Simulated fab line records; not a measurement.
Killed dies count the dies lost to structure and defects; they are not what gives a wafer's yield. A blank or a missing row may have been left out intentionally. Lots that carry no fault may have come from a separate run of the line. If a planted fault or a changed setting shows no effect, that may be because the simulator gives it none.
The tool behind it: which one? || flow nand-harc || Sampling: 13 lots, 39 wafers, 5 of 1159 route steps

## WHAT THE GAUGES SHOWED, per wafer
NHARC_P_STI_OCD_MEAS_17. Usual: trench-depth-nm 301 nm, standard deviation 4.5; trench-foot-cd-nm 158.6 nm, standard deviation 2.9.
{"lot": "L774", "measured": "day 2 11:48", "on": "ocd-01", "trench-depth-nm (nm)": "302 307 304", "trench-foot-cd-nm (nm)": "157.8 154.6 156.6", "flag": ""}
{"lot": "L775", "measured": "day 2 17:49", "on": "ocd-01", "trench-depth-nm (nm)": "299 298 301", "trench-foot-cd-nm (nm)": "158.4 157.7 155.5", "flag": ""}
{"lot": "L776", "measured": "day 2 23:46", "on": "ocd-01", "trench-depth-nm (nm)": "301 303 300", "trench-foot-cd-nm (nm)": "158.3 158.1 156.7", "flag": ""}
{"lot": "L777", "measured": "day 3 08:04", "on": "ocd-01", "trench-depth-nm (nm)": "304 304 303", "trench-foot-cd-nm (nm)": "155.0 154.9 151.1", "flag": ""}
{"lot": "L778", "measured": "day 3 11:59", "on": "ocd-01", "trench-depth-nm (nm)": "299 302 301", "trench-foot-cd-nm (nm)": "158.4 158.7 156.5", "flag": ""}
{"lot": "L779", "measured": "day 3 19:18", "on": "ocd-01", "trench-depth-nm (nm)": "303 306 309", "trench-foot-cd-nm (nm)": "156.9 157.3 154.9", "flag": ""}
{"lot": "L789", "measured": "day 6 06:09", "on": "ocd-02", "trench-depth-nm (nm)": "307 303 307", "trench-foot-cd-nm (nm)": "158.5 161.8 161.1", "flag": ""}
{"lot": "L790", "measured": "day 6 12:01", "on": "ocd-01", "trench-depth-nm (nm)": "298 297 306", "trench-foot-cd-nm (nm)": "160.3 158.1 163.9", "flag": ""}
{"lot": "L792", "measured": "day 7 02:11", "on": "ocd-01", "trench-depth-nm (nm)": "297 297 293", "trench-foot-cd-nm (nm)": "160.2 162.3 165.7", "flag": ""}
{"lot": "L793", "measured": "day 7 08:55", "on": "ocd-01", "trench-depth-nm (nm)": "293 296 298", "trench-foot-cd-nm (nm)": "165.1 160.1 156.1", "flag": ""}
{"lot": "L794", "measured": "day 7 09:04", "on": "ocd-02", "trench-depth-nm (nm)": "305 300 308", "trench-foot-cd-nm (nm)": "161.9 159.9 155.4", "flag": ""}
{"lot": "L795", "measured": "day 7 17:32", "on": "ocd-01", "trench-depth-nm (nm)": "301 297 298", "trench-foot-cd-nm (nm)": "154.3 154.5 161.3", "flag": ""}
{"lot": "L797", "measured": "day 8 06:11", "on": "ocd-02", "trench-depth-nm (nm)": "304 308 305", "trench-foot-cd-nm (nm)": "157.6 156.4 153.3", "flag": ""}

NHARC_END_SORT_01. Usual: killed-at-array 27, standard deviation 9.3; killed-at-other 0.9, standard deviation 1.3; killed-at-periphery 3.6, standard deviation 2.7; killed-dies 31, standard deviation 9.7; killed-open 3.3, standard deviation 1.8; killed-short 2.0, standard deviation 1.5.
{"lot": "L789", "measured": "day 23 03:06", "on": "prober-02", "killed-at-array": "19 23 17", "killed-at-other": "0 0 0", "killed-at-periphery": "4 3 2", "killed-dies": "23 26 19", "killed-open": "4 5 3", "killed-short": "2 2 1", "flag": ""}

## WHAT TOOL EACH LOT RAN ON (gives the tool, then ch and the chambers of the sampled wafers, and finally the start)
{"lot": "L774", "NHARC_P_GATE_DEP_103": "pecvd-02 ch 1,2, day 4 17:53", "NHARC_P_GATE_STRIP_75": "plasma-asher-02 ch 0,1, day 5 10:14", "NHARC_P_GATE_DESCUM_61": "rie-diel-03 ch 0,3, day 5 11:19"}
{"lot": "L775", "NHARC_P_GATE_DEP_103": "pecvd-02 ch 0,2, day 5 00:11", "NHARC_P_GATE_STRIP_75": "plasma-asher-02 ch 0,1, day 5 19:14", "NHARC_P_GATE_DESCUM_61": "rie-diel-07 ch 0,1,2, day 5 20:22"}
{"lot": "L776", "NHARC_P_GATE_DEP_103": "pecvd-04 ch 0,1, day 4 23:57", "NHARC_P_GATE_STRIP_75": "plasma-asher-01 ch 0,1, day 5 13:26", "NHARC_P_GATE_DESCUM_61": "rie-diel-07 ch 2,3, day 5 14:49"}
{"lot": "L777", "NHARC_P_GATE_DEP_103": "pecvd-04 ch 1,2, day 5 14:22", "NHARC_P_GATE_STRIP_75": "plasma-asher-02 ch 0,1, day 6 03:48", "NHARC_P_GATE_DESCUM_61": "rie-diel-07 ch 0,1,3, day 6 04:55"}
{"lot": "L778", "NHARC_P_GATE_DEP_103": "pecvd-04 ch 1,2, day 5 13:58", "NHARC_P_GATE_STRIP_75": "plasma-asher-01 ch 0,1, day 6 03:28", "NHARC_P_GATE_DESCUM_61": "rie-diel-03 ch 0,1,2, day 6 04:35"}
{"lot": "L779", "NHARC_P_GATE_DEP_103": "pecvd-01 ch 0,2, day 5 21:14", "NHARC_P_GATE_STRIP_75": "plasma-asher-02 ch 0,1, day 6 11:20", "NHARC_P_GATE_DESCUM_61": "rie-diel-07 ch 0,1,3, day 6 12:17"}
{"lot": "L789", "NHARC_P_GATE_DEP_103": "pecvd-02 ch 0,1, day 7 23:02", "NHARC_P_GATE_STRIP_75": "plasma-asher-02 ch 0,1, day 9 01:05", "NHARC_P_GATE_DESCUM_61": "rie-diel-03 ch 1,2,3, day 9 02:27"}
{"lot": "L790", "NHARC_P_GATE_DEP_103": "pecvd-01 ch 0,1,2, day 8 19:09", "NHARC_P_GATE_STRIP_75": "plasma-asher-02 ch 0,1, day 9 08:54", "NHARC_P_GATE_DESCUM_61": "rie-diel-07 ch 1,2,3, day 9 09:59"}
{"lot": "L792", "NHARC_P_GATE_DEP_103": "pecvd-01 ch 0,1,2, day 9 06:24", "NHARC_P_GATE_STRIP_75": "plasma-asher-01 ch 0,1, day 9 21:53", "NHARC_P_GATE_DESCUM_61": "rie-diel-07 ch 0,1,3, day 9 23:01"}
{"lot": "L793", "NHARC_P_GATE_DEP_103": "pecvd-01 ch 0,1, day 9 15:36", "NHARC_P_GATE_STRIP_75": "plasma-asher-01 ch 0,1, day 10 05:02", "NHARC_P_GATE_DESCUM_61": "rie-diel-07 ch 0,2,3, day 10 06:05"}
{"lot": "L794", "NHARC_P_GATE_DEP_103": "pecvd-02 ch 0,1, day 9 14:56", "NHARC_P_GATE_STRIP_75": "plasma-asher-01 ch 0,1, day 10 04:38", "NHARC_P_GATE_DESCUM_61": "rie-diel-07 ch 1,3, day 10 05:44"}
{"lot": "L795", "NHARC_P_GATE_DEP_103": "pecvd-04 ch 0,1,2, day 9 23:30", "NHARC_P_GATE_STRIP_75": "plasma-asher-01 ch 0,1, day 10 13:38", "NHARC_P_GATE_DESCUM_61": "rie-diel-01 ch 0,3, day 10 14:36"}
{"lot": "L797", "NHARC_P_GATE_DEP_103": "pecvd-01 ch 1,2, day 10 04:49", "NHARC_P_GATE_STRIP_75": "plasma-asher-01 ch 0,1, day 10 18:29", "NHARC_P_GATE_DESCUM_61": "rie-diel-03 ch 1,2,3, day 10 19:34"}
- NHARC_P_GATE_DEP_103: deposits SiON, target thk 30 nm.
- NHARC_P_GATE_STRIP_75: strips in O2.
- NHARC_P_GATE_DESCUM_61: chemistry O2, time 3 s.

## AS READ BY THE TOOLS THEMSELVES (means over the sampled wafers that have a number; for cases with no such wafer, the mark the record gives instead)
NHARC_P_GATE_DEP_103. Usual: 715 W for heater-power-w, sd 96.
{"lot": "L774", "tool": "pecvd-02", "heater-power-w (W)": 641, "flag": ""}
{"lot": "L775", "tool": "pecvd-02", "heater-power-w (W)": 689, "flag": ""}
{"lot": "L776", "tool": "pecvd-04", "heater-power-w (W)": 680, "flag": ""}
{"lot": "L777", "tool": "pecvd-04", "heater-power-w (W)": 668, "flag": ""}
{"lot": "L778", "tool": "pecvd-04", "heater-power-w (W)": 681, "flag": ""}
{"lot": "L779", "tool": "pecvd-01", "heater-power-w (W)": 821, "flag": ""}
{"lot": "L789", "tool": "pecvd-02", "heater-power-w (W)": 707, "flag": ""}
{"lot": "L790", "tool": "pecvd-01", "heater-power-w (W)": 818, "flag": ""}
{"lot": "L792", "tool": "pecvd-01", "heater-power-w (W)": 755, "flag": ""}
{"lot": "L793", "tool": "pecvd-01", "heater-power-w (W)": 833, "flag": ""}
{"lot": "L794", "tool": "pecvd-02", "heater-power-w (W)": 747, "flag": ""}
{"lot": "L795", "tool": "pecvd-04", "heater-power-w (W)": 780, "flag": ""}
{"lot": "L797", "tool": "pecvd-01", "heater-power-w (W)": 761, "flag": ""}

NHARC_P_GATE_STRIP_75. Usual: drypump-motor-current-A 5.66 A, standard deviation 0.27; heater-power-w 348 W, standard deviation 29.
{"lot": "L774", "tool": "plasma-asher-02", "drypump-motor-current-A (A)": 5.67, "heater-power-w (W)": 372, "flag": ""}
{"lot": "L775", "tool": "plasma-asher-02", "drypump-motor-current-A (A)": 5.45, "heater-power-w (W)": 367, "flag": ""}
{"lot": "L776", "tool": "plasma-asher-01", "drypump-motor-current-A (A)": 5.79, "heater-power-w (W)": 332, "flag": ""}
{"lot": "L777", "tool": "plasma-asher-02", "drypump-motor-current-A (A)": 5.47, "heater-power-w (W)": 362, "flag": ""}
{"lot": "L778", "tool": "plasma-asher-01", "drypump-motor-current-A (A)": 5.78, "heater-power-w (W)": 324, "flag": ""}
{"lot": "L779", "tool": "plasma-asher-02", "drypump-motor-current-A (A)": 5.50, "heater-power-w (W)": 363, "flag": ""}
{"lot": "L789", "tool": "plasma-asher-02", "drypump-motor-current-A (A)": 5.47, "heater-power-w (W)": 368, "flag": ""}
{"lot": "L790", "tool": "plasma-asher-02", "drypump-motor-current-A (A)": 5.68, "heater-power-w (W)": 385, "flag": ""}
{"lot": "L792", "tool": "plasma-asher-01", "drypump-motor-current-A (A)": 5.62, "heater-power-w (W)": 349, "flag": ""}
{"lot": "L793", "tool": "plasma-asher-01", "drypump-motor-current-A (A)": 5.78, "heater-power-w (W)": 330, "flag": ""}
{"lot": "L794", "tool": "plasma-asher-01", "drypump-motor-current-A (A)": 5.79, "heater-power-w (W)": 331, "flag": ""}
{"lot": "L795", "tool": "plasma-asher-01", "drypump-motor-current-A (A)": 5.79, "heater-power-w (W)": 332, "flag": ""}
{"lot": "L797", "tool": "plasma-asher-01", "drypump-motor-current-A (A)": 5.61, "heater-power-w (W)": 345, "flag": ""}

NHARC_P_GATE_DESCUM_61. Usual: chamber-pressure-mTorr 60.00 mTorr, standard deviation 0.049; drypump-motor-current-A 5.91 A, standard deviation 0.22; oes-product-au 0.997 a.u., standard deviation 0.009; rf-vpp-V 57.7 V, standard deviation 0.95; showerhead-plenum-p-Torr 1.89 Torr, standard deviation 0.091; throttle-valve-pct 11.311 %, standard deviation 0.0093.
{"lot": "L774", "tool": "rie-diel-03", "chamber-pressure-mTorr (mTorr)": 59.94, "drypump-motor-current-A (A)": 5.94, "oes-product-au (a.u.)": 0.983, "rf-vpp-V (V)": 57.5, "showerhead-plenum-p-Torr (Torr)": 1.92, "throttle-valve-pct (%)": 11.316, "flag": ""}
{"lot": "L775", "tool": "rie-diel-07", "chamber-pressure-mTorr (mTorr)": 59.98, "drypump-motor-current-A (A)": 5.85, "oes-product-au (a.u.)": 0.993, "rf-vpp-V (V)": 58.0, "showerhead-plenum-p-Torr (Torr)": 1.95, "throttle-valve-pct (%)": 11.307, "flag": ""}
{"lot": "L776", "tool": "rie-diel-07", "chamber-pressure-mTorr (mTorr)": 60.00, "drypump-motor-current-A (A)": 5.87, "oes-product-au (a.u.)": 0.996, "rf-vpp-V (V)": 58.0, "showerhead-plenum-p-Torr (Torr)": 1.83, "throttle-valve-pct (%)": 11.306, "flag": ""}
{"lot": "L777", "tool": "rie-diel-07", "chamber-pressure-mTorr (mTorr)": 60.05, "drypump-motor-current-A (A)": 5.76, "oes-product-au (a.u.)": 1.005, "rf-vpp-V (V)": 57.5, "showerhead-plenum-p-Torr (Torr)": 1.95, "throttle-valve-pct (%)": 11.316, "flag": ""}
{"lot": "L778", "tool": "rie-diel-03", "chamber-pressure-mTorr (mTorr)": 60.00, "drypump-motor-current-A (A)": 6.06, "oes-product-au (a.u.)": 0.989, "rf-vpp-V (V)": 57.1, "showerhead-plenum-p-Torr (Torr)": 1.83, "throttle-valve-pct (%)": 11.302, "flag": ""}
{"lot": "L779", "tool": "rie-diel-07", "chamber-pressure-mTorr (mTorr)": 60.02, "drypump-motor-current-A (A)": 5.76, "oes-product-au (a.u.)": 0.989, "rf-vpp-V (V)": 57.5, "showerhead-plenum-p-Torr (Torr)": 1.95, "throttle-valve-pct (%)": 11.310, "flag": ""}
{"lot": "L789", "tool": "rie-diel-03", "chamber-pressure-mTorr (mTorr)": 59.97, "drypump-motor-current-A (A)": 6.18, "oes-product-au (a.u.)": 0.990, "rf-vpp-V (V)": 56.5, "showerhead-plenum-p-Torr (Torr)": 1.83, "throttle-valve-pct (%)": 11.308, "flag": ""}
{"lot": "L790", "tool": "rie-diel-07", "chamber-pressure-mTorr (mTorr)": 59.98, "drypump-motor-current-A (A)": 5.77, "oes-product-au (a.u.)": 0.993, "rf-vpp-V (V)": 57.4, "showerhead-plenum-p-Torr (Torr)": 1.91, "throttle-valve-pct (%)": 11.317, "flag": ""}
{"lot": "L792", "tool": "rie-diel-07", "chamber-pressure-mTorr (mTorr)": 59.98, "drypump-motor-current-A (A)": 5.78, "oes-product-au (a.u.)": 0.995, "rf-vpp-V (V)": 57.7, "showerhead-plenum-p-Torr (Torr)": 1.95, "throttle-valve-pct (%)": 11.309, "flag": ""}
{"lot": "L793", "tool": "rie-diel-07", "chamber-pressure-mTorr (mTorr)": 60.00, "drypump-motor-current-A (A)": 5.88, "oes-product-au (a.u.)": 1.003, "rf-vpp-V (V)": 58.0, "showerhead-plenum-p-Torr (Torr)": 1.87, "throttle-valve-pct (%)": 11.317, "flag": ""}
{"lot": "L794", "tool": "rie-diel-07", "chamber-pressure-mTorr (mTorr)": 60.02, "drypump-motor-current-A (A)": 5.70, "oes-product-au (a.u.)": 0.999, "rf-vpp-V (V)": 57.3, "showerhead-plenum-p-Torr (Torr)": 1.91, "throttle-valve-pct (%)": 11.311, "flag": ""}
{"lot": "L795", "tool": "rie-diel-01", "chamber-pressure-mTorr (mTorr)": 60.00, "drypump-motor-current-A (A)": 5.78, "oes-product-au (a.u.)": 0.995, "rf-vpp-V (V)": 58.1, "showerhead-plenum-p-Torr (Torr)": 1.91, "throttle-valve-pct (%)": 11.307, "flag": ""}
{"lot": "L797", "tool": "rie-diel-03", "chamber-pressure-mTorr (mTorr)": 60.05, "drypump-motor-current-A (A)": 6.15, "oes-product-au (a.u.)": 1.013, "rf-vpp-V (V)": 57.7, "showerhead-plenum-p-Torr (Torr)": 1.82, "throttle-valve-pct (%)": 11.313, "flag": ""}

## THE ANSWER, worked out from the rows above alone
Rule: a lot counts as off when the mean over its wafers that have a number is more than 3 standard deviations away from the usual mean. Also off: a lot with no number at a reading for which 4 or more lots have one. Where the step has rows for the other lots, those lots are counted as sound. Order of review: gauges by route order, followed by the tools' own readings, for which a lot's mean as printed above is used. The first step at which some lot is off is used, and at that step the reading that is off furthest; a lot without a number counts as furthest.
Nothing can be told from this: no lot is off at any reading shown.

## WHAT HAD BEEN PUT IN BY THE SIMULATOR
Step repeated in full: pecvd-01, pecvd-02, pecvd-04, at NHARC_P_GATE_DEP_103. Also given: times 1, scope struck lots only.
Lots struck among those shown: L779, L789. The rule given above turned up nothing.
